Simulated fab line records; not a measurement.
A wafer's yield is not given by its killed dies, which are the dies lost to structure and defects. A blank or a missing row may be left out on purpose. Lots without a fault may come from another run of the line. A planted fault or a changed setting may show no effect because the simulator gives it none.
Comparing a struck lot with a sound one -- flow nand harc -- 15 out of 1302 route steps
Sound: wafers L517.2, L517.3, L517.5. Struck: wafer L531.3. (L531.2, L531.6 of the same lot were not struck and are left out.) The cause comes at the end.
At each step with rows: each side's tool, then ch and its chambers, then its first start. Under that, the readings that differ: sound wafers -- struck wafers -- difference of the means -- sigmas: that difference in standard deviations of wafers without a fault.
alike: same words and numbers on both sides, and readings whose means sit less than 2 such deviations apart. not compared: any withheld reading, any reading some wafer has no value for, any bound like >300 that may hide the same value, and any number with overlapping values for which the record gives no deviation.
A row with sigmas, a row that says differs or no value, or rows on one side alone: a step with any of these is where the two part. Numbers that have no deviation but don't overlap get no sigmas and don't part them. A reading missing from all wafers of one side parts the sides only when that side holds two or more wafers.

first, 3 steps without rows for these wafers: NHARC_A_CHANNEL_HOLE_D1_STRIP_41 (strips in N2/H2); NHARC_A_CHANNEL_HOLE_D1_STRIP_42 (strips in CF4/CHF3); NHARC_A_CHANNEL_HOLE_D1_STRIP_43 (strips in O2/COS).
NHARC_A_CHANNEL_HOLE_D1_ETCH_44: etches the open film in CF4/O2, target depth 140 nm, overetch 14 nm, time 77 s.
  sound on rie diel-01 ch 1,2, day 9 11:31; struck on rie diel-11 ch 1, day 14 21:27
reading,sound,struck,difference,sigmas
o2 flow sccm (sccm),19.98 19.99 19.82,20.10,+0.17,+3
oes product au (a.u.),0.981 1.016 1.010,0.974,-0.028,-3
  alike: drypump motor current A, rf vpp V, showerhead plenum p Torr, throttle valve pct
  not compared: rf hours counter h
NHARC_A_CHANNEL_HOLE_D1_STRIP_27: strips in O2.
  sound on rie diel-01 ch 0,1; struck on rie diel-11 ch 1
reading,sound,struck,difference,sigmas
drypump motor current A (A),5.3 5.1 5.3,6.0,+0.8,+2
o2 flow sccm (sccm),501.2 501.1 501.3,496.8,-4.4,-3
oes product au (a.u.),1.015 0.990 1.015,0.978,-0.029,-3
  alike: rf vpp V, showerhead plenum p Torr, throttle valve pct
  not compared: rf hours counter h
then, 2 steps without rows for these wafers: NHARC_A_CHANNEL_HOLE_D1_PRECLEAN_28 (cleans in SC1); NHARC_A_CHANNEL_HOLE_D1_SRD_29.
NHARC_A_CHANNEL_HOLE_D1_CD_MEAS_30:
  sound on cd sem-02, day 9 12:19; struck on cd sem-03, day 14 22:15
  alike: cd nm
NHARC_A_CHANNEL_HOLE_D1_XSEM_31:
  sound on xsem-01 ch 0, day 9 12:23; struck on xsem-02 ch 0, day 14 22:21
  alike: bot cd nm, bow nm, tilt deg
NHARC_A_CHANNEL_HOLE_D1_INSPECT_40:
  sound on defect inspect-02, day 9 15:01; struck on defect inspect-02, day 14 22:27
  alike: raw defect count
then, 2 steps without rows for these wafers: NHARC_A_CHANNEL_FILL_D1_PRECLEAN_00 (cleans in SC1); NHARC_A_CHANNEL_FILL_D1_SRD_01.
NHARC_A_CHANNEL_FILL_D1_ALD_02: deposits SiO2, target thk 6 nm, pulse time 10 s, ald cycles 60.
  sound on ald hk-01 ch 0,1,3, day 9 15:26; struck on ald hk-04 ch 2, day 14 22:38
reading,sound,struck,difference,sigmas
ald cycles,60 60 60,67,+7,
  alike: heater power outer w, heater power w, precursor pulse height rel
NHARC_A_CHANNEL_FILL_D1_ALD_03: deposits SiNx, target thk 6 nm, pulse time 60 s, ald cycles 58.
  sound on ald sin batch-02 ch 0; struck on ald sin batch-01 ch 0
  alike: precursor pulse height rel
  not compared: ald cycles
-- the record jumps here: 16 days lie between the struck wafers' starts before and after (it left off in module A_CHANNEL_FILL_D1 and takes up again in module END, whose first step shown is number 1302 of the route) --
NHARC_END_SORT_01:
  here the record holds rows for the struck wafers (prober-02 ch 0, day 30 14:02) but none for the sound ones

WHERE THEY PART
Earliest at NHARC_A_CHANNEL_HOLE_D1_ETCH_44; latest, in this record, at NHARC_END_SORT_01.

WHY: whatever the simulator had introduced
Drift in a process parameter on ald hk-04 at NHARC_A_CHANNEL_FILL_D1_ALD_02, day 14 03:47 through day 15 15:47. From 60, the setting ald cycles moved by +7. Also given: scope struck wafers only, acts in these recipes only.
